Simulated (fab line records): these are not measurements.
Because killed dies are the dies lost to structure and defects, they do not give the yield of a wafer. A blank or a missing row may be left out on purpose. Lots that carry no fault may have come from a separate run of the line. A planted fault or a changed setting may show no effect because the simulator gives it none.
fab line records	flow n5_finfet
record: lots: 7	wafers: 21	last_day: 18
route steps=1938 shown FIN_SAQP@94 FIN_CUT@165 BEOL_M4@1111 PASSIVATION@1936
lots untouched by any fault: they come from a run of this same line in which no faults occurred
start_h: hours from the record's opening day to when the first of the lot's shown wafers began	wait_h: hours elapsed since this lot's preceding step	" as in the row above	L1.1+2: several wafers, shown together as one row	- no value present, or no start provided	* or withheld: withheld	< > ~ a bound
route shown NAME@n: a module of which the file shows steps, and the number in the route of the first	usual: mean and standard deviation over wafers with no fault	same: alike in all rows	chamber/n: place in a boat	sites: per-site readings	_std_site: the standard deviation of these	_edge_site: inner sites' mean taken away from outer sites' mean	radius_mm: how far each site lies from the wafer's centre	mask NAME#n: copy n	behind: the tool/chamber that last shaped the wafer	hold: why the lot went on hold/how many hours it stayed there/how the hold came to an end	device: whichever transistor did not switch (one of n, p or np)	end of line: tests of these same wafers at the route's end	where a step has no rows: the recipe by itself	killed: dies that structure and defects cost at the first sort, which is not the same as the wafer's yield	map: a wafer's dies, marking killed ones x, the rest . and places with no die _
set.NAME: the run value of the setting; set.NAME@STEP: its run value at that earlier step	model.NAME: the simulator's own value behind a step, which no gauge read
route steps across a sampled set of lots; one table per step, one row per wafer
services: a tool's chamber out of use, with start hour (start_h, from the record's first day; less than 0 if before it), hours out, and reason
== steps ==
step: N5_FIN_SAQP_ALD_61
recipe: material: SiO2	target_thk_a: 40	temp_c: 300	ald_precursor_family: BDEAS	ald_co_reactant: O2-plasma	pulse_time_s: 1	purge_time_s: 2	co_reactant_purge_time_s: 2	ald_cycles: 43	pressure_torr: 2
usual: heater_power_outer_w: 269/28	heater_power_w: 475/55	precursor_pulse_height_rel: 0.999/0.021
lot.wafer	tool	chamber	start_h	wait_h	heater_power_outer_w	heater_power_w	precursor_pulse_height_rel
L580.1	ald_sin-04	2	20.45	0.0	278	500	1.015
L580.5	"	3	"	"	232	420	0.997
L580.6	"	2	"	"	279	504	0.994
L588.1	ald_sin-04	1	70.88	0.0	316	549	0.989
L588.4	"	0	"	"	243	449	1.024
L588.5	"	1	"	"	312	542	1.031
L589.1	ald_sin-04	2	74.97	0.0	281	499	1.011
L589.2	"	1	"	"	316	559	0.980
L589.3	"	3	"	"	229	413	0.976
L594.3	ald_sin-04	1	105.30	0.0	311	550	1.012
L594.4	"	0	"	"	235	455	0.973
L594.5	"	0	"	"	238	456	1.018
L597.2	ald_sin-02	1	123.46	0.0	305	554	0.973
L597.5	"	1	"	"	291	560	0.974
L597.6	"	0	"	"	258	446	1.004
L598.1	ald_sin-02	0	129.66	0.0	259	452	1.012
L598.2	"	1	"	"	294	563	0.950
L598.5	"	1	"	"	303	560	1.016
L602.2	ald_sin-01	0	153.84	0.4	293	514	0.978
L602.3	"	3	"	"	266	473	1.008
L602.4	"	1	"	"	286	492	1.042
step: N5_FIN_SAQP_PECVD_47
recipe: material: a-Si	target_thk_a: 450	temp_c: 400	precursor: SiH4/He	pressure_torr: 3	rf_w: 100	time_s: 36.3
usual: heater_power_outer_w: 512/94	heater_power_w: 839/130	showerhead_plenum_p_Torr: 5.67/0.045	throttle_valve_pct: 18.1/1.1
lot.wafer	tool	chamber	start_h	wait_h	heater_power_outer_w	heater_power_w	showerhead_plenum_p_Torr	throttle_valve_pct
L580.1	pecvd-01	0	20.99	0.0	514	858	5.61	17.1
L580.5	"	0	"	"	512	872	5.61	17.0
L580.6	"	2	"	"	588	886	5.71	17.5
L588.1	pecvd-03	1	71.50	0.0	581	935	5.75	18.5
L588.4	"	1	"	"	563	956	5.73	18.3
L588.5	"	2	"	"	439	770	5.65	18.0
L589.1	pecvd-03	1	75.51	0.0	565	949	5.73	18.4
L589.2	"	2	"	"	401	708	5.66	18.0
L589.3	"	0	"	"	630	1063	5.64	18.6
L594.3	pecvd-03	2	105.86	0.0	483	803	5.65	17.7
L594.4	"	2	"	"	486	815	5.65	17.9
L594.5	"	0	"	"	718	1114	5.64	18.6
L597.2	pecvd-04	0	124.03	0.0	446	710	5.61	19.5
L597.5	"	0	"	"	461	702	5.61	19.3
L597.6	"	1	"	"	418	738	5.66	18.3
L598.1	pecvd-01	1	130.23	0.0	457	760	5.71	19.8
L598.2	"	2	"	"	562	865	5.71	16.2
L598.5	"	2	"	"	578	844	5.70	16.0
L602.2	pecvd-03	2	154.53	0.0	441	774	5.66	18.1
L602.3	"	1	"	"	548	974	5.75	18.6
L602.4	"	0	"	"	752	1139	5.65	18.9
step: N5_FIN_SAQP_INSPECT_18
recipe: mode: adi	inspect_instrument: brightfield
usual: raw_defect_count: 434/130
lot.wafer	tool	chamber	start_h	wait_h	raw_defect_count
L580.1	defect_inspect-01	-	21.71	0.0	411
L580.5	"	-	"	"	280
L580.6	"	-	"	"	324
L588.1	defect_inspect-02	-	72.21	0.0	343
L588.4	"	-	"	"	317
L588.5	"	-	"	"	484
L589.1	defect_inspect-01	-	76.11	0.0	376
L589.2	"	-	"	"	1654
L589.3	"	-	"	"	289
L594.3	defect_inspect-01	-	106.58	0.0	1839
L594.4	"	-	"	"	414
L594.5	"	-	"	"	408
L597.2	defect_inspect-02	-	124.69	0.0	422
L597.5	"	-	"	"	439
L597.6	"	-	"	"	275
L598.1	defect_inspect-02	-	131.02	0.0	524
L598.2	"	-	"	"	291
L598.5	"	-	"	"	577
L602.2	defect_inspect-02	-	155.12	0.0	555
L602.3	"	-	"	"	429
L602.4	"	-	"	"	418
step: N5_FIN_SAQP_DESCUM_21
recipe: chemistry: O2	time_s: 7.9	source_power_w: 50	bias_power_w: 20	pressure_mtorr: 20	rf_frequency_hz: 2.712e+07	temp_c: 40	resist: CAR-ArF	o2_flow_sccm: 225
usual: drypump_motor_current_A: 5.6/0.44	oes_product_au: 0.79/0.098	rf_vpp_V: 243.1/1.6	showerhead_plenum_p_Torr: 2.10/0.082	throttle_valve_pct: 20.51/0.29
lot.wafer	tool	chamber	start_h	wait_h	drypump_motor_current_A	oes_product_au	rf_hours_counter_h	rf_vpp_V	showerhead_plenum_p_Torr	throttle_valve_pct
L580.1	rie_diel-01	2	21.74	0.0	5.9	0.73	203	242.3	2.02	21.09
L580.5	"	2	"	"	5.9	0.73	-	243.1	2.02	21.08
L580.6	"	1	"	"	5.0	0.73	-	244.4	2.18	20.77
L588.1	rie_diel-05	3	72.25	0.0	6.3	0.72	238	242.6	2.09	20.54
L588.4	"	1	"	"	5.6	0.83	-	240.8	2.06	20.63
L588.5	"	3	"	"	6.3	0.71	-	241.5	2.09	20.55
L589.1	rie_diel-03	0	76.14	0.0	5.5	0.76	151	243.0	2.00	20.79
L589.2	"	3	"	"	5.4	0.83	57	246.8	2.22	20.35
L589.3	"	1	"	"	5.0	0.70	226	240.7	1.96	20.41
L594.3	rie_diel-01	3	106.61	0.0	5.6	0.81	77	243.4	2.13	20.21
L594.4	"	1	"	"	5.0	0.70	193	244.6	2.17	20.82
L594.5	"	3	"	"	5.6	0.80	-	245.4	2.13	20.19
L597.2	rie_diel-05	3	125.22	0.5	6.3	0.99	3	240.7	2.08	20.01
L597.5	"	3	"	"	6.3	0.97	-	242.6	2.08	20.01
L597.6	"	2	"	"	5.7	0.69	-	241.8	2.07	20.62
L598.1	rie_diel-05	3	131.05	0.0	6.3	0.98	5	241.3	2.08	20.01
L598.2	"	1	"	"	5.5	0.80	99	241.6	2.05	20.67
L598.5	"	2	"	"	5.7	0.68	-	243.4	2.07	20.65
L602.2	rie_diel-05	3	155.51	0.4	6.3	0.93	14	242.3	2.08	20.03
L602.3	"	2	"	"	5.7	0.68	223	242.9	2.07	20.65
L602.4	"	1	"	"	5.5	0.79	108	242.6	2.05	20.68
step: N5_FIN_SAQP_ETCH_51
recipe: chemistry: CF4	target: SiARC	target_depth_a: 455	mask_material: CAR-ArF	time_s: 75.8	ion_energy_ev: 80	pressure_mtorr: 40	source_w: 545	bias_w: 36	Ar_flow_sccm: 100	cf4_flow_sccm: 100	ends: cleared
usual: drypump_motor_current_A: 5.6/0.44	etch_rf_on_time_s: 76.1/2.1	oes_product_au: 0.68/0.083	rf_vpp_V: 184.0/1.4	showerhead_plenum_p_Torr: 2.14/0.078	throttle_valve_pct: 15.64/0.28
lot.wafer	tool	chamber	start_h	wait_h	drypump_motor_current_A	etch_rf_on_time_s	oes_product_au	rf_hours_counter_h	rf_vpp_V	showerhead_plenum_p_Torr	throttle_valve_pct
L580.1	rie_diel-01	2	21.78	0.0	5.9	76.3	0.62	203	183.0	2.04	16.02
L580.5	"	2	"	"	5.9	76.7	0.62	-	183.2	2.04	16.02
L580.6	"	1	"	"	5.0	75.5	0.62	-	186.1	2.23	15.89
L588.1	rie_diel-05	3	72.28	0.0	6.3	75.8	0.61	238	184.2	2.13	15.66
L588.4	"	1	"	"	5.5	75.8	0.72	-	183.8	2.08	15.60
L588.5	"	3	"	"	6.3	75.4	0.61	-	184.6	2.13	15.64
L589.1	rie_diel-03	0	76.17	0.0	5.5	78.1	0.62	151	182.6	2.06	15.96
L589.2	"	3	"	"	5.4	81.0	0.70	57	184.7	2.26	15.47
L589.3	"	1	"	"	5.1	74.2	0.61	226	182.2	2.04	15.87
L594.3	rie_diel-01	3	106.64	0.0	5.6	76.6	0.69	77	183.9	2.16	15.29
L594.4	"	1	"	"	5.1	75.1	0.60	193	185.1	2.22	15.95
L594.5	"	3	"	"	5.6	78.0	0.69	-	183.6	2.16	15.31
L597.2	rie_diel-05	3	125.25	0.0	6.3	74.7	0.83	3	183.0	2.13	15.14
L597.5	"	3	"	"	6.3	74.8	0.84	-	185.5	2.13	15.13
L597.6	"	2	"	"	5.7	74.7	0.59	-	182.8	2.10	15.78
L598.1	rie_diel-05	3	131.09	0.0	6.3	74.6	0.83	5	182.8	2.13	15.13
L598.2	"	1	"	"	5.6	75.8	0.69	99	182.8	2.08	15.66
L598.5	"	2	"	"	5.7	74.3	0.59	-	182.3	2.10	15.81
L602.2	rie_diel-05	3	155.54	0.0	6.3	75.2	0.79	15	182.7	2.12	15.16
L602.3	"	2	"	"	5.7	74.5	0.59	223	183.5	2.10	15.82
L602.4	"	1	"	"	5.6	76.5	0.68	108	182.0	2.07	15.69
step: N5_FIN_SAQP_INSPECT_40
recipe: inspect_instrument: brightfield	mode: aei
usual: raw_defect_count: 213/60
lot.wafer	tool	chamber	start_h	wait_h	raw_defect_count
L580.1	defect_inspect-01	-	25.96	0.0	187
L580.5	"	-	"	"	206
L580.6	"	-	"	"	156
L588.1	defect_inspect-02	-	76.46	0.0	170
L588.4	"	-	"	"	263
L588.5	"	-	"	"	167
L589.1	defect_inspect-01	-	80.45	0.0	163
L589.2	"	-	"	"	1464
L589.3	"	-	"	"	148
L594.3	defect_inspect-02	-	110.81	0.0	1661
L594.4	"	-	"	"	190
L594.5	"	-	"	"	168
L597.2	defect_inspect-01	-	130.46	0.0	194
L597.5	"	-	"	"	211
L597.6	"	-	"	"	158
L598.1	defect_inspect-02	-	135.35	0.0	360
L598.2	"	-	"	"	225
L598.5	"	-	"	"	281
L602.2	defect_inspect-02	-	159.88	0.0	223
L602.3	"	-	"	"	367
L602.4	"	-	"	"	258
step: N5_FIN_CUT_INSPECT_10
recipe: mode: adi	inspect_instrument: brightfield
usual: raw_defect_count: 39/10
lot.wafer	tool	chamber	start_h	wait_h	raw_defect_count
L580.1	defect_inspect-02	-	26.35	0.1	24
L580.5	"	-	"	"	39
L580.6	"	-	"	"	21
L588.1	defect_inspect-01	-	76.85	0.1	40
L588.4	"	-	"	"	45
L588.5	"	-	"	"	35
L589.1	defect_inspect-02	-	80.85	0.1	24
L589.2	"	-	"	"	1360
L589.3	"	-	"	"	32
L594.3	defect_inspect-02	-	111.20	0.0	1489
L594.4	"	-	"	"	42
L594.5	"	-	"	"	31
L597.2	defect_inspect-02	-	130.98	0.0	38
L597.5	"	-	"	"	32
L597.6	"	-	"	"	26
L598.1	defect_inspect-02	-	135.87	0.1	51
L598.2	"	-	"	"	49
L598.5	"	-	"	"	38
L602.2	defect_inspect-02	-	160.39	0.0	42
L602.3	"	-	"	"	51
L602.4	"	-	"	"	34
step: N5_FIN_CUT_INSPECT_17
recipe: inspect_instrument: brightfield	mode: aei
usual: raw_defect_count: 215/59
lot.wafer	tool	chamber	start_h	wait_h	raw_defect_count
L580.1	defect_inspect-01	-	27.31	0.0	181
L580.5	"	-	"	"	213
L580.6	"	-	"	"	151
L588.1	defect_inspect-02	-	78.00	0.0	200
L588.4	"	-	"	"	249
L588.5	"	-	"	"	168
L589.1	defect_inspect-02	-	82.22	0.0	158
L589.2	"	-	"	"	1444
L589.3	"	-	"	"	140
L594.3	defect_inspect-02	-	112.25	0.0	1647
L594.4	"	-	"	"	185
L594.5	"	-	"	"	184
L597.2	defect_inspect-02	-	131.98	0.0	162
L597.5	"	-	"	"	182
L597.6	"	-	"	"	135
L598.1	defect_inspect-02	-	136.97	0.0	334
L598.2	"	-	"	"	231
L598.5	"	-	"	"	280
L602.2	defect_inspect-02	-	161.34	0.0	229
L602.3	"	-	"	"	368
L602.4	"	-	"	"	268
step: N5_BEOL_M4_RC_MEAS_101
usual: DIBL_N: 37.5/2.5	DIBL_P: 38/3.1	IOFF_N: 0.19/0.059	IOFF_P: 0.24/0.061	ION_N: 679/16	ION_P: 465/9.8	SS_N: 72.0/0.8	SS_P: 73.7/0.86	VT_N: 248/4.5	VT_P: -249/3.5
lot.wafer	tool	chamber	start_h	wait_h	DIBL_N[mV/V]	DIBL_P[mV/V]	IOFF_N[nA/um]	IOFF_P[nA/um]	ION_N[uA/um]	ION_P[uA/um]	SS_N[mV/dec]	SS_P[mV/dec]	VT_N[mV]	VT_P[mV]
L580.1	prober-02	0	163.35	0.0	34.1	36	0.12	0.20	659	459	70.6	72.8	254	-249
L580.5	"	0	"	"	37.8	37	0.18	0.22	678	466	72.3	73.5	251	-250
L580.6	"	0	"	"	39.7	40	0.23	0.27	679	459	72.7	74.2	248	-245
L589.1	prober-01	0	225.41	0.0	41.4	40	0.27	0.33	702	477	72.5	74.7	244	-244
L589.2	"	0	"	"	37.6	35	0.15	0.21	671	458	71.6	73.5	255	-247
L589.3	"	0	"	"	38.9	38	0.19	0.28	679	468	72.4	73.4	246	-244
L588.1	prober-01	0	237.18	0.1	34.4	35	0.10	0.16	657	453	70.8	73.2	260	-253
L588.4	"	0	"	"	38.7	39	0.18	0.24	673	467	71.8	74.1	247	-249
L588.5	"	0	"	"	37.1	37	0.14	0.20	651	452	71.5	73.1	252	-251
L594.3	prober-02	0	259.21	0.3	35.8	36	0.13	0.21	659	465	71.9	73.3	256	-249
L594.4	"	0	"	"	36.5	37	0.14	0.21	658	455	71.5	73.3	252	-250
L594.5	"	0	"	"	38.3	38	0.19	0.27	682	471	72.0	74.3	248	-248
L597.2	prober-01	0	283.52	0.2	40.7	41	0.24	0.26	697	471	72.1	74.2	243	-248
L597.5	"	0	"	"	38.4	37	0.19	0.20	664	453	72.4	73.8	251	-255
L597.6	"	0	"	"	34.4	34	0.12	0.16	658	449	71.9	72.4	255	-254
L598.1	prober-02	0	284.19	0.0	34.5	35	0.14	0.21	668	462	70.9	73.5	249	-249
L598.2	"	0	"	"	36.0	35	0.14	0.20	668	459	71.2	73.8	251	-250
L598.5	"	0	"	"	39.9	40	0.24	0.28	696	475	71.8	74.1	244	-246
L602.2	prober-02	0	312.12	0.2	37.5	39	0.18	0.22	679	466	72.5	73.7	251	-252
L602.3	"	0	"	"	34.7	35	0.13	0.17	673	459	71.5	73.4	254	-252
L602.4	"	0	"	"	37.5	40	0.19	0.26	677	463	72.1	74.5	248	-249
step: N5_PASSIVATION_PROBE_49
usual: defect_limited_yield: 91.0/1.4	killed_at_M0_to_M3: 35/10	killed_at_M4_up: 14/5.5	killed_at_contacts: 13/5.6	killed_at_front_end: 41/11	killed_at_other: 4/3.4	killed_dies: 106/16	killed_on_rim: 13/4	killed_open: 68/12	killed_short: 35/7.3	sort_bin_4_leakage: 0.3/2.1	sort_bin_5_function: 5.3/0.89	sort_bin_6_memory: 3.4/0.67	sort_bin_8_speed: 0.01/0.11	sort_n_pass: 1070/28	sort_yield_pct: 90.7/2.4
same: gross_dies: 1180	killed_at_back_side: 0
lot.wafer	tool	chamber	start_h	wait_h	defect_limited_yield[%]	killed_at_M0_to_M3	killed_at_M4_up	killed_at_contacts	killed_at_front_end	killed_at_other	killed_dies	killed_on_rim	killed_open	killed_short	sort_bin_4_leakage[%]	sort_bin_5_function[%]	sort_bin_6_memory[%]	sort_bin_8_speed[%]	sort_n_pass	sort_yield_pct[%]
L580.1	prober-02	-	269.75	0.0	91.7	26	22	6	38	6	98	12	57	38	0	4.9	2.8	0	1082	91.7
L580.5	prober-02	-	269.95	0.2	92.0	23	15	1	44	11	94	8	54	34	0	4.2	3.3	0	1086	92.0
L580.6	prober-02	-	270.00	0.3	90.3	38	17	11	43	5	114	15	80	28	0	5.6	4.0	0	1066	90.3
L589.1	prober-01	-	320.67	0.0	89.3	42	21	6	56	1	126	14	94	30	0	7.0	3.5	0	1054	89.3
L589.2	prober-01	-	320.72	0.1	81.3	34	21	9	156	1	221	27	68	23	0	11.5	3.6	0	959	81.3
L589.3	prober-01	-	320.77	0.1	89.3	26	20	14	64	2	126	18	83	38	0	5.8	4.5	0	1054	89.3
L588.1	prober-02	-	350.52	0.0	88.7	40	7	9	64	13	133	13	93	38	0	6.7	4.2	0	1047	88.7
L588.4	prober-02	-	350.67	0.2	89.2	55	9	11	42	10	127	16	75	50	0	5.9	4.4	0	1053	89.2
L588.5	prober-02	-	350.72	0.2	91.5	41	11	8	36	4	100	11	65	35	0	5.3	3.0	0	1080	91.5
L594.3	prober-01	-	373.44	0.1	79.2	45	10	8	180	2	245	41	95	33	0	11.1	5.5	0	935	79.2
L594.4	prober-01	-	373.49	0.2	91.7	30	8	11	45	4	98	11	61	37	0	4.7	3.1	0	1082	91.7
L594.5	prober-01	-	373.54	0.2	88.7	52	7	22	50	2	133	15	76	56	0	6.7	4.2	0.08	1047	88.7
L597.2	prober-02	-	397.65	0.1	92.0	37	12	7	31	7	94	14	68	25	0.1	4.7	3.2	0	1085	91.9
L597.5	prober-02	-	397.80	0.2	91.4	36	10	11	37	8	102	7	63	36	0	4.9	3.6	0	1078	91.4
L597.6	prober-02	-	397.85	0.3	92.5	38	9	10	28	4	89	9	53	35	0	3.5	3.9	0	1091	92.5
L598.1	prober-01	-	398.03	0.0	90.8	22	13	6	60	7	108	17	54	52	0	5.8	2.8	0	1072	90.8
L598.2	prober-01	-	398.08	0.1	91.8	28	18	8	39	4	97	11	65	32	0	4.7	3.1	0	1083	91.8
L598.5	prober-01	-	398.23	0.2	92.2	24	9	9	44	6	92	13	52	35	0	4.3	3.0	0	1088	92.2
L602.2	prober-01	-	424.46	0.1	92.7	26	7	12	40	1	86	15	54	30	0	4.4	2.6	0	1094	92.7
L602.3	prober-01	-	424.51	0.1	92.9	32	15	7	30	0	84	15	49	29	0	4.3	2.2	0	1096	92.9
L602.4	prober-01	-	424.56	0.2	92.5	30	14	7	33	4	88	8	57	31	0	3.7	3.5	0	1092	92.5
killed by level:class
L580.1 STI_FIN_REVEAL:geometric_particle:open=14 BEOL_M4:geometric_particle:open=13 STI_FIN_REVEAL:geometric_particle:short=7 BEOL_M0_SAQP:geometric_particle:short=7 GATE_CUT:geometric_particle:short=6 MOL_CONTACT_COAG:geometric_particle:open=4 BEOL_M0_SAQP:geometric_particle:open=4 BEOL_M1:geometric_particle:open=4
L580.5 STI_FIN_REVEAL:geometric_particle:open=14 BEOL_M0_SAQP:geometric_particle:open=6 FIN_SAQP:geometric_particle:short=5 DUMMY_GATE:geometric_particle:open=5 BEOL_M1:geometric_particle:open=5 BEOL_M3:geometric_particle:open=5 STI_FIN_REVEAL:geometric_particle:short=4 GATE_CUT:geometric_particle:short=4
L580.6 STI_FIN_REVEAL:geometric_particle:open=17 BEOL_M3:geometric_particle:open=12 BEOL_M4:geometric_particle:open=11 MOL_CONTACT_COAG:geometric_particle:open=7 BEOL_M0_SAQP:geometric_particle:open=7 BEOL_M1:geometric_particle:open=6 GATE_CUT:geometric_particle:short=5 BEOL_M0_SAQP:geometric_particle:short=5
L589.1 FIN_SAQP:geometric_particle:open=19 BEOL_M4:geometric_particle:open=11 BEOL_M1:geometric_particle:open=10 STI_FIN_REVEAL:geometric_particle:open=9 BEOL_M0_SAQP:geometric_particle:open=8 GATE_CUT:geometric_particle:short=7 BEOL_M0_SAQP:geometric_particle:short=7 FIN_SAQP:geometric_particle:short=6
L589.2 FIN_SAQP:unspecified=126 BEOL_M4:geometric_particle:open=12 MOL_CONTACT_COAG:geometric_particle:open=8 FIN_SAQP:geometric_particle:open=7 BEOL_M0_SAQP:geometric_particle:short=6 BEOL_M1:geometric_particle:open=6 BEOL_M3:geometric_particle:open=6 FIN_SAQP:geometric_particle:short=5
L589.3 FIN_SAQP:geometric_particle:open=18 STI_FIN_REVEAL:geometric_particle:open=12 MOL_CONTACT_COAG:geometric_particle:open=9 BEOL_M4:geometric_particle:open=9 FIN_SAQP:geometric_particle:short=8 DUMMY_GATE:geometric_particle:open=7 BEOL_M1:geometric_particle:open=6 MOL_CONTACT_COAG:geometric_particle:short=5
L588.1 STI_FIN_REVEAL:geometric_particle:open=18 FIN_SAQP:geometric_particle:open=11 BEOL_M1:geometric_particle:open=11 BEOL_M3:geometric_particle:open=10 DUMMY_GATE:geometric_particle:open=9 GATE_CUT:geometric_particle:short=8 FIN_SAQP:geometric_particle:short=7 MOL_CONTACT_COAG:geometric_particle:open=7
L588.4 BEOL_M0_SAQP:geometric_particle:short=18 FIN_SAQP:geometric_particle:short=11 BEOL_M1:geometric_particle:open=11 FIN_SAQP:geometric_particle:open=10 MOL_CONTACT_COAG:geometric_particle:open=9 BEOL_M0_SAQP:geometric_particle:open=8 DUMMY_GATE:geometric_particle:open=6 BEOL_M0:geometric_particle:open=4
L588.5 BEOL_M0_SAQP:geometric_particle:open=11 STI_FIN_REVEAL:geometric_particle:open=10 BEOL_M1:geometric_particle:open=10 MOL_CONTACT_COAG:geometric_particle:open=7 BEOL_M1:geometric_particle:short=7 DUMMY_GATE:geometric_particle:open=6 FIN_SAQP:geometric_particle:short=5 BEOL_M0_SAQP:geometric_particle:short=5
L594.3 FIN_SAQP:unspecified=116 STI_FIN_REVEAL:geometric_particle:open=23 BEOL_M1:geometric_particle:open=10 BEOL_M0_SAQP:geometric_particle:open=10 FIN_SAQP:geometric_particle:open=9 BEOL_M2:geometric_particle:open=9 MOL_CONTACT_COAG:geometric_particle:open=8 ILD0:geometric_particle:open=7
L594.4 FIN_SAQP:geometric_particle:open=11 MOL_CONTACT_COAG:geometric_particle:open=9 STI_FIN_REVEAL:geometric_particle:open=7 BEOL_M4:geometric_particle:open=7 BEOL_M0_SAQP:geometric_particle:short=6 FIN_SAQP:geometric_particle:short=5 BEOL_M2:geometric_particle:open=5 BEOL_M3:geometric_particle:open=5
L594.5 BEOL_M0_SAQP:geometric_particle:short=20 MOL_CONTACT_COAG:geometric_particle:open=18 FIN_SAQP:geometric_particle:open=11 GATE_CUT:geometric_particle:short=9 BEOL_M0_SAQP:geometric_particle:open=9 FIN_SAQP:geometric_particle:short=8 BEOL_M1:geometric_particle:open=7 BEOL_M2:geometric_particle:open=6
L597.2 BEOL_M1:geometric_particle:open=11 BEOL_M2:geometric_particle:open=9 BEOL_M0_SAQP:geometric_particle:open=7 STI_FIN_REVEAL:geometric_particle:open=6 MOL_CONTACT_COAG:geometric_particle:open=6 DUMMY_GATE:geometric_particle:open=6 BEOL_M3:geometric_particle:open=4 STARTING-WAFER:geometric_particle:open=4
L597.5 BEOL_M1:geometric_particle:open=10 BEOL_M3:geometric_particle:open=8 MOL_CONTACT_COAG:geometric_particle:open=8 STI_FIN_REVEAL:geometric_particle:open=7 FIN_SAQP:geometric_particle:short=5 STI_FIN_REVEAL:geometric_particle:short=4 SPACER0:geometric_particle:open=4 BEOL_M0_SAQP:geometric_particle:short=4
L597.6 BEOL_M0_SAQP:geometric_particle:short=12 BEOL_M2:geometric_particle:open=8 MOL_CONTACT_COAG:geometric_particle:open=7 BEOL_M1:geometric_particle:open=7 BEOL_M0_SAQP:geometric_particle:open=6 DUMMY_GATE:geometric_particle:open=5 FIN_SAQP:geometric_particle:open=4 GATE_CUT:geometric_particle:short=4
L598.1 FIN_SAQP:geometric_particle:short=26 FIN_SAQP:geometric_particle:open=13 BEOL_M0_SAQP:geometric_particle:short=6 MOL_CONTACT_COAG:geometric_particle:open=5 BEOL_M3:geometric_particle:open=4 DUMMY_GATE:geometric_particle:open=4 BEOL_M4:geometric_particle:short=4 BEOL_M0_SAQP:geometric_particle:open=4
L598.2 BEOL_M0_SAQP:geometric_particle:open=11 FIN_SAQP:geometric_particle:open=9 BEOL_M4:geometric_particle:short=9 STI_FIN_REVEAL:geometric_particle:open=8 GATE_CUT:geometric_particle:open=8 MOL_CONTACT_COAG:geometric_particle:open=7 BEOL_M0_SAQP:geometric_particle:short=7 BEOL_M3:geometric_particle:open=5
L598.5 GATE_CUT:geometric_particle:short=12 MOL_CONTACT_COAG:geometric_particle:open=9 BEOL_M0_SAQP:geometric_particle:open=7 DUMMY_GATE:geometric_particle:open=7 FIN_SAQP:geometric_particle:open=5 FIN_SAQP:geometric_particle:short=5 BEOL_M0_SAQP:geometric_particle:short=5 BEOL_M2:geometric_particle:open=5
L602.2 MOL_CONTACT_COAG:geometric_particle:open=8 BEOL_M3:geometric_particle:open=8 FIN_SAQP:geometric_particle:open=6 FIN_SAQP:geometric_particle:short=6 STI_FIN_REVEAL:geometric_particle:open=6 BEOL_M0_SAQP:geometric_particle:open=6 BEOL_M0_SAQP:geometric_particle:short=6 GATE_CUT:geometric_particle:open=5
L602.3 BEOL_M0_SAQP:geometric_particle:short=10 ILD0:geometric_particle:open=6 MOL_CONTACT_COAG:geometric_particle:open=6 BEOL_M0_SAQP:geometric_particle:open=5 FIN_SAQP:geometric_particle:short=4 BEOL_M1:geometric_particle:open=4 BEOL_M3:geometric_particle:open=4 STI_FIN_REVEAL:geometric_particle:open=3
L602.4 BEOL_M3:geometric_particle:open=7 STI_FIN_REVEAL:geometric_particle:open=6 BEOL_M4:geometric_particle:open=6 BEOL_M0_SAQP:geometric_particle:short=5 BEOL_M5:geometric_particle:open=5 FIN_SAQP:geometric_particle:open=4 GATE_CUT:geometric_particle:short=4 MOL_CONTACT_COAG:geometric_particle:open=4
== services ==
tool	chamber	start_h	hours	kind
pecvd-03	-	16.93	5.5	pm
ald_sin-01	1	26.36	2.8	repair
rie_diel-01	0	36.21	7.6	repair
rie_diel-01	2	37.04	3.7	repair
rie_diel-01	3	40.19	5.7	repair
rie_diel-01	-	51.33	2.8	pm
rie_diel-05	0	57.28	-	clean
rie_diel-05	0	57.28	-	consumable_replace:focus_ring
rie_diel-05	0	57.28	19.6	scheduled_down
rie_diel-05	0	57.28	19.6	vent_cycle
rie_diel-03	-	57.49	2.8	pm
rie_diel-05	2	79.97	7.6	repair
pecvd-01	1	91.21	11.6	repair
rie_diel-01	3	91.95	1.8	repair
rie_diel-03	3	102.94	20.2	repair
rie_diel-05	3	103.52	-	clean
rie_diel-05	3	103.52	-	consumable_replace:focus_ring
rie_diel-05	3	103.52	14.9	scheduled_down
rie_diel-03	2	110.03	1.3	repair
rie_diel-03	-	114.49	14.6	pm
pecvd-03	1	117.28	10.5	repair
rie_diel-01	3	120.80	2.2	repair
rie_diel-01	1	123.00	5.2	repair
ald_sin-02	2	140.54	34.7	repair
== key ==
first_sign: step: N5_FIN_SAQP_INSPECT_18	reading: raw_defect_count	direction: up	sigmas: 9.8	usual: 434	struck: 1746
effect: step: N5_FIN_SAQP_INSPECT_40	reading: raw_defect_count	direction: up	sigmas: 23	usual: 213	struck: 1562
effect: step: N5_FIN_CUT_INSPECT_10	reading: raw_defect_count	direction: up	sigmas: 99+	usual: 39	struck: 1424
effect: step: N5_FIN_CUT_INSPECT_17	reading: raw_defect_count	direction: up	sigmas: 23	usual: 215	struck: 1546
effect: step: N5_PASSIVATION_PROBE_49	reading: killed_at_front_end	direction: up	sigmas: 12	usual: 41	struck: 168
more_kills_born_at: N5_FIN_SAQP_ALD_61@ald_sin-04: 242
met_at N5_FIN_SAQP_ALD_61
struck_lots L589,L594
struck_wafers L589.2,L594.3
not_acting_at N5_FIN_SAQP_PECVD_47,N5_FIN_SAQP_DESCUM_21,N5_FIN_SAQP_ETCH_51
onset_between 70.88 74.97
fault: kind: chamber_particle_source	tool: ald_sin-04	chamber: 1	onset_h: 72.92	steps: N5_FIN_SAQP_ALD_61	rate_per_visit_cm2: 2.1758	end_h: 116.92
